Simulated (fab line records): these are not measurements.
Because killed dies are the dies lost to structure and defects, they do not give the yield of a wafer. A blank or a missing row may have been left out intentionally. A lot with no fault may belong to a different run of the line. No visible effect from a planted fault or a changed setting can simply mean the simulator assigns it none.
Comparing a struck lot with a sound one + flow n5Finfet + 15 steps out of a route of 1938
Sound: the wafers L250.3, L250.4, L250.6. Wafers L246.4, L246.5, L246.6 were the ones struck. At the end, the cause is stated.
For every step that has rows: the tool of each side, followed by ch and its chambers, followed by its first start. Under that, the readings that differ: sound wafers + struck wafers + difference of the means + sigmas: that difference in standard deviations of wafers without a fault.
alike: a reading whose means differ by less than 2 such deviations, as well as words and numbers matching on both sides. not compared: withheld readings; readings where some wafer has no value; bounds like >300 that might hide an equal value; numbers whose values overlap and for which the record gives no deviation.
A row with sigmas, a row that says differs or no value, or rows on one side alone: a step with any of these is where the two part. Numbers that don't overlap but have no deviation are shown without sigmas and don't part them. Lack of a reading on every wafer of one side parts them only where that side has two or more wafers.

N5_SD_EPI_P_ETCH_37: etches SOC in N2/H2, overetch 108 nm, time 486 s.
  sound on rieDiel-03 ch 1,3, day 5 19:41; struck on rieDiel-01 ch 0,2,3, day 4 17:50
| reading                  | sound       | struck      | difference | sigmas |
|--------------------------|-------------|-------------|------------|--------|
| drypumpMotorCurrentA (A) | 5.8 6.8 6.8 | 5.4 5.4 5.5 | -1.0       | -2     |
  alike: chamberPressureMTorr, oesProductAu, rfVppV, showerheadPlenumPTorr, throttleValvePct
  not compared: rfHoursCounterH
then, 1 step without rows for these wafers: N5_SD_EPI_P_STRIP_38 (strips in N2/H2).
N5_SD_EPI_P_ETCHBACK_46: etches SiNx in CH3F/O2, stops on SiO2, target depth 17.5 nm.
  sound on rieDiel-03 ch 1,3, day 5 20:01; struck on rieDiel-01 ch 0,2,3, day 4 18:10
| reading                  | sound       | struck      | difference | sigmas |
|--------------------------|-------------|-------------|------------|--------|
| drypumpMotorCurrentA (A) | 5.8 6.8 6.8 | 5.5 5.4 5.5 | -1.0       | -2     |
  alike: chamberPressureMTorr, mfcArSccm, oes_f_703_au, oesProductAu, rfVppV, showerheadPlenumPTorr, throttleValvePct
  not compared: rfHoursCounterH
N5_SD_EPI_P_ETCH_47: etches SiOCN in CH3F/O2, target depth 25 nm.
  sound on rieDiel-03 ch 1,3, day 5 20:07; struck on rieDiel-01 ch 0,2,3, day 4 18:16
| reading                  | sound       | struck      | difference | sigmas |
|--------------------------|-------------|-------------|------------|--------|
| drypumpMotorCurrentA (A) | 5.9 6.8 6.8 | 5.4 5.4 5.5 | -1.1       | -2     |
  alike: chamberPressureMTorr, mfcArSccm, oes_f_703_au, oesProductAu, rfVppV, showerheadPlenumPTorr, throttleValvePct
  not compared: rfHoursCounterH
N5_SD_EPI_P_ETCH_16: etches SiO2 in CHF3/O2, target depth 5 nm.
  sound on rieDiel-03 ch 1,3, day 5 20:13; struck on rieDiel-01 ch 0,2,3, day 4 18:22
| reading                  | sound       | struck      | difference | sigmas |
|--------------------------|-------------|-------------|------------|--------|
| drypumpMotorCurrentA (A) | 5.8 6.8 6.8 | 5.4 5.4 5.5 | -1.0       | -2     |
  alike: chamberPressureMTorr, mfcArSccm, oes_f_703_au, oesProductAu, rfVppV, showerheadPlenumPTorr, throttleValvePct
  not compared: rfHoursCounterH
then, 1 step without rows for these wafers: N5_SD_EPI_P_STRIP_50 (strips in CHF3/O2).
N5_SD_EPI_P_SD_RECESS_17: chemistry HBr/Cl2/O2, target depth 39.1 nm, bt time 3 s.
  sound on rieSi-01 ch 0,1,2, day 5 20:17; struck on rieSi-01 ch 1,2,3, day 4 18:26
  alike: chamberPressureMTorr, drypumpMotorCurrentA, oesProductAu, throttleValvePct
  not compared: rfHoursCounterH
then, 5 steps without rows for these wafers: N5_SD_EPI_P_WET_ETCH_45 (etches SiO2 in dHF, time 10.7 s, target depth 2 nm, rinse time 30 s); N5_SD_EPI_P_STRIP_40 (strips in N2/H2); N5_SD_EPI_P_PRECLEAN_52 (cleans in O3/DIW, time 60 s); N5_SD_EPI_P_SRD_20 (time 30 s); N5_SD_EPI_P_PRECLEAN_51 (cleans in NF3:NH3, afs cycles 1, time 20 s, sublimation time 60 s).
N5_SD_EPI_P_VAPOR_ETCH_44: etches SiGe30 in NF3/Ar, time 3.3 s.
  sound on epiRpcvd-02 ch 0, day 5 20:49; struck on epiRpcvd-01 ch 0, day 4 19:23
  alike: susceptorTempC
then, 1 step without rows for these wafers: N5_SD_EPI_P_EPI_21 (deposits SiGe:B, time 355 s).
-- here the record skips 9 days between the struck wafers' starts before and after, leaving off in module SD_EPI_P and picking up in module PASSIVATION (first step shown: number 1936 of the route) --
N5_PASSIVATION_PROBE_49:
  sound on prober-02 at day 14 17:00; struck on prober-01 at day 14 03:05
  alike: killed_at_M0_to_M3, killed_at_M4_up, killedAtContacts, killedAtFrontEnd, killedAtOther, killedDies, killedOpen, killedShort

WHERE THEY PART
First at N5_SD_EPI_P_ETCH_37; last, within this record, at N5_SD_EPI_P_ETCH_16. Later steps at which nothing parts them and some readings are alike: N5_SD_EPI_P_SD_RECESS_17, N5_SD_EPI_P_VAPOR_ETCH_44, N5_PASSIVATION_PROBE_49.

WHY: what had been put in by the simulator
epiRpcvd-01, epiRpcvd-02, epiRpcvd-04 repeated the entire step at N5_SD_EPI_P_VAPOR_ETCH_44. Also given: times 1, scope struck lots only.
